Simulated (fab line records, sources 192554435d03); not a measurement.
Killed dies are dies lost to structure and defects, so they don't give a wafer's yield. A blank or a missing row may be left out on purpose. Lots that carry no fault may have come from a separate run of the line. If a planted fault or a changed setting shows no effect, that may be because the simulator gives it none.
Which of the tools did it?	flow n5-finfet	12 lots, 36 wafers sampled, at 4 steps of a route of 1938

WHAT THE GAUGES SHOWED, per wafer
N5_BEOL_M4_RS_MEAS_58: a four-point-probe measurement.
lot	measured	on	M4_RS (ohm/sq)
L075	day 8 08:05	film-metro-01	0.658 0.626 0.659
L077	day 8 13:59	film-metro-01	0.693 0.690 0.667
L079	day 9 04:32	film-metro-01	0.687 0.676 0.637
L082	day 9 14:15	film-metro-02	0.629 0.655 0.661
L083	day 9 20:28	film-metro-01	0.685 0.688 0.702
L085	day 10 12:06	film-metro-02	0.643 0.679 0.677
L086	day 11 06:16	film-metro-01	0.660 0.671 0.644
L088	day 11 15:11	film-metro-01	0.659 0.680 0.665
L091	day 12 04:38	film-metro-01	0.710 0.686 0.672
L094	day 12 14:40	film-metro-02	0.649 0.670 0.665
L095	day 12 20:32	film-metro-01	0.647 0.607 0.623
L097	day 13 22:10	film-metro-01	0.654 0.720 0.699

TOOL THAT RAN EACH LOT (tool first, then ch and the chambers of the sampled wafers, then the start)
lot	N5_BEOL_M4_ANNEAL_89	N5_BEOL_M4_SPUTTER_96	N5_BEOL_M4_PRE_CLEAN_60
L075	pvd-sputter-01, day 8 06:13	pvd-sputter-01, day 8 07:01	cvd-co-02 ch 0,1,2, day 8 07:52
L077	pvd-sputter-01, day 8 12:08	pvd-sputter-01, day 8 12:56	cvd-co-02 ch 1,2, day 8 13:46
L079	pvd-sputter-02, day 9 02:38	pvd-sputter-02, day 9 03:26	cvd-co-01 ch 0,2, day 9 04:16
L082	pvd-sputter-03, day 9 12:24	pvd-sputter-03, day 9 13:12	cvd-co-02 ch 1,2, day 9 14:02
L083	pvd-sputter-02, day 9 18:18	pvd-sputter-02, day 9 19:06	cvd-co-02 ch 0,1, day 9 20:13
L085	pvd-sputter-01, day 10 10:15	pvd-sputter-01, day 10 11:03	cvd-co-02 ch 0,1, day 10 11:52
L086	pvd-sputter-02, day 11 04:18	pvd-sputter-02, day 11 05:06	cvd-co-02 ch 0,1,2, day 11 06:04
L088	pvd-sputter-02, day 11 13:15	pvd-sputter-02, day 11 14:03	cvd-co-02 ch 0,1, day 11 14:55
L091	pvd-sputter-03, day 12 02:29	pvd-sputter-03, day 12 03:17	cvd-co-02 ch 0,1, day 12 04:22
L094	pvd-sputter-01, day 12 12:30	pvd-sputter-01, day 12 13:18	cvd-co-02 ch 0,1, day 12 14:26
L095	pvd-sputter-03, day 12 18:29	pvd-sputter-03, day 12 19:17	cvd-co-02 ch 0,2, day 12 20:19
L097	pvd-sputter-03, day 13 20:14	pvd-sputter-03, day 13 21:02	cvd-co-02 ch 0,2, day 13 21:52
- N5_BEOL_M4_ANNEAL_89: time 240 s.
- N5_BEOL_M4_SPUTTER_96: material Cu, target thk 4.5 nm, time 8.29 s.
- N5_BEOL_M4_PRE_CLEAN_60: time 15 s.

THE ANSWER, worked out from the rows above alone
Rule: the lots themselves supply what counts as usual. The widest of any qualifying gaps counts: lots, ordered by their means at a reading, are off when they make up no more than a third of the lots, leave a main group of 4 or more, and stand apart from it by 3 or more times the standard deviation of that group's means. A main group whose means are all the same, to the digits that the tables above print for the reading, isn't used. A lot without any number at a reading at which 4 lots or more have one is off too. Where the step has rows for the other lots, those lots are counted as sound.
No lot is off at any reading shown: from this, nothing can be told.

WHAT THE SIMULATOR PUT IN
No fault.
